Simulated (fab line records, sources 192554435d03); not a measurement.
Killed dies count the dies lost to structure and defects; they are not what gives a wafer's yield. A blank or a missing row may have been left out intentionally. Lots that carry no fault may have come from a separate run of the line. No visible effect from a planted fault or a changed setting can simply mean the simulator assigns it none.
Lot-split experiment | flow n5Finfet | on a route of 1938 steps: 7 lots, 39 wafers read

THE SPLIT ITSELF
At N5_DUMMY_GATE_DESCUM_20 (chemistry O2, time 6.2 s), the setting timeS was moved away from the recipe's 6.2 s on 12 of the 39 wafers read, by -18.5% to +58.5%. This setting was run at the recipe's value on the other wafers.

FROM SPLIT TO READING: 1 step shown by the file between the two
- N5_DUMMY_GATE_ETCH_29: etches underlayer in N2/H2, target depth 13 nm

THE READING
CAR-EUV_of_DUMMY_GATE_COAT_09.thkNm (the simulator's own value, which no gauge read), in nm, at N5_DUMMY_GATE_ETCH_36 (etches SiARC in CF4, target depth 13 nm). No usual value for it is given in the file. Average 11.4 nm, standard deviation 0.41 nm, over the 27 wafers here run with the recipe.

wafer  | tool, chamber at the split | timeS as run, s | against the recipe | CAR-EUV_of_DUMMY_GATE_COAT_09.thkNm, nm | against lot-mates on the recipe
L078.1 | rieDiel-02, 2,3,0          | 6.2             | recipe             | 10.8                                    | -
L078.2 | rieDiel-02, 2,3,0          | 6.2             | recipe             | 11                                      | -
L078.3 | rieDiel-02, 1,2,3          | 8.63            | +39.2%             | 10.4                                    | -0.7
L078.4 | rieDiel-02, 2,3,0          | 6.2             | recipe             | 11.6                                    | -
L078.5 | rieDiel-02, 1,2,3          | 8.63            | +39.2%             | 9.4                                     | -1.7
L078.6 | rieDiel-02, 1,2,3          | 8.63            | +39.2%             | 9.6                                     | -1.5
L081.1 | rieDiel-02, 2,0,3          | 6.2             | recipe             | 10.8                                    | -
L081.3 | rieDiel-02, 2,0,3          | 6.2             | recipe             | 10.8                                    | -
L081.2 | rieDiel-02, 2,0,3          | 6.2             | recipe             | 11.8                                    | -
L083.1 | rieDiel-06, 1,0,3          | 6.2             | recipe             | 11.2                                    | -
L083.2 | rieDiel-06, 1,0,3          | 6.2             | recipe             | 11.4                                    | -
L083.3 | rieDiel-06, 2,3,0          | 5.05            | -18.5%             | 11.8                                    | +0.3
L083.4 | rieDiel-06, 1,0,3          | 6.2             | recipe             | 11.8                                    | -
L083.5 | rieDiel-06, 2,3,0          | 5.05            | -18.5%             | 12.4                                    | +0.9
L083.6 | rieDiel-06, 2,3,0          | 5.05            | -18.5%             | 12                                      | +0.5
L084.1 | rieDiel-06, 0              | 9.825           | +58.5%             | 9.8                                     | -1.7
L084.2 | rieDiel-06, 1,3,0          | 6.2             | recipe             | 11.2                                    | -
L084.3 | rieDiel-06, 2,3            | 9.825           | +58.5%             | 9.4                                     | -2.1
L084.4 | rieDiel-06, 1,3,0          | 6.2             | recipe             | 11.8                                    | -
L084.5 | rieDiel-06, 2,3            | 9.825           | +58.5%             | 10                                      | -1.5
L084.6 | rieDiel-06, 1,3,0          | 6.2             | recipe             | 11.4                                    | -
L087.1 | rieDiel-06, 0,1,3,2,2,3    | 6.2             | recipe             | 11.6                                    | -
L087.2 | rieDiel-06, 0,1,3,2,2,3    | 6.2             | recipe             | 11.4                                    | -
L087.4 | rieDiel-06, 0,1,3,2,2,3    | 6.2             | recipe             | 11.4                                    | -
L087.3 | rieDiel-06, 0,1,3,2,2,3    | 6.2             | recipe             | 12                                      | -
L087.6 | rieDiel-06, 0,1,3,2,2,3    | 6.2             | recipe             | 12                                      | -
L087.5 | rieDiel-06, 0,1,3,2,2,3    | 6.2             | recipe             | 11.2                                    | -
L088.1 | rieDiel-05, 2,3,1          | 6.2             | recipe             | 11.2                                    | -
L088.2 | rieDiel-05, 2,3,1          | 6.2             | recipe             | 12                                      | -
L088.3 | rieDiel-05, 0,1,0          | 9.817           | +58.3%             | 9.4                                     | -2.0
L088.4 | rieDiel-05, 0,1,0          | 9.817           | +58.3%             | 9.2                                     | -2.2
L088.5 | rieDiel-05, 0,1,0          | 9.817           | +58.3%             | 9.2                                     | -2.2
L088.6 | rieDiel-05, 2,3,1          | 6.2             | recipe             | 11                                      | -
L096.1 | rieDiel-02, 2,0,2          | 6.2             | recipe             | 10.8                                    | -
L096.6 | rieDiel-02, 2,0,2          | 6.2             | recipe             | 10.8                                    | -
L096.2 | rieDiel-02, 1,0,1          | 6.2             | recipe             | 11.8                                    | -
L096.3 | rieDiel-02, 1,0,1          | 6.2             | recipe             | 11.8                                    | -
L096.5 | rieDiel-02, 1,0,1          | 6.2             | recipe             | 11.8                                    | -
L096.4 | rieDiel-02, 2,0,2          | 6.2             | recipe             | 11.6                                    | -
Rows listing several chambers each stand for several wafers; the file does not say which wafer went through which chamber.

THE FIT
A straight line over all 39 wafers: CAR-EUV_of_DUMMY_GATE_COAT_09.thkNm changes by -0.0342 nm for each +1% of timeS; r = -0.90; the points scatter about the line by 0.4 nm.
The same after taking each lot's own level away (the mean of its wafers on the recipe; 39 wafers): -0.0332 nm for each +1%; r = -0.91; scatter 0.37 nm.
According to that fit, moving timeS by its largest amount changes the reading by 1.9 nm.
Measured against the standard deviation above, the lots' own levels, which go from 11.13 to 11.60 nm, span 1.2 times it.
The two slopes agree, so the slope changes little with the lot-to-lot level.
Check: with one of the wafers moved furthest among these (+58.5%) left out of the fit, the line predicts -1.98 nm for it against its lot-mates. Against them it came out at -1.67 nm.

FURTHER SPLITS ON THESE WAFERS
Note: prior to the reading, these wafers also went through further splits. Each is held against what the fit with the lots' levels taken away leaves over:
other split on the same wafers                  | wafers away from the commonest value | r with CAR-EUV_of_DUMMY_GATE_COAT_09.thkNm (lot level and that fit taken away)
N5_PMOS_HMC_CHANNEL_EPI_DEVELOP_08 developTimeS | 9                                    | -0.35

THE WHOLE CHAIN: every reading that the file lists as answering this split, in the file's order
step                    | what it does                                   | reading                                                                              | change (the file's fit)                | r (the file's)
N5_DUMMY_GATE_DESCUM_20 | chemistry O2, time 6.2 s                       | CAR-EUV_of_DUMMY_GATE_COAT_09.thkNm (the simulator's own value, which no gauge read) | -0.0304 nm for each +1% of the setting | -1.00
N5_DUMMY_GATE_ETCH_29   | etches underlayer in N2/H2, target depth 13 nm | CAR-EUV_of_DUMMY_GATE_COAT_09.thkNm (the simulator's own value, which no gauge read) | -0.032 nm for each +1% of the setting  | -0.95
N5_DUMMY_GATE_ETCH_36   | etches SiARC in CF4, target depth 13 nm        | CAR-EUV_of_DUMMY_GATE_COAT_09.thkNm (the simulator's own value, which no gauge read) | -0.0332 nm for each +1% of the setting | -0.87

THE FILE'S OWN FIT
CAR-EUV_of_DUMMY_GATE_COAT_09.thkNm changes by -0.0332 nm for each +1% of timeS, r = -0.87.
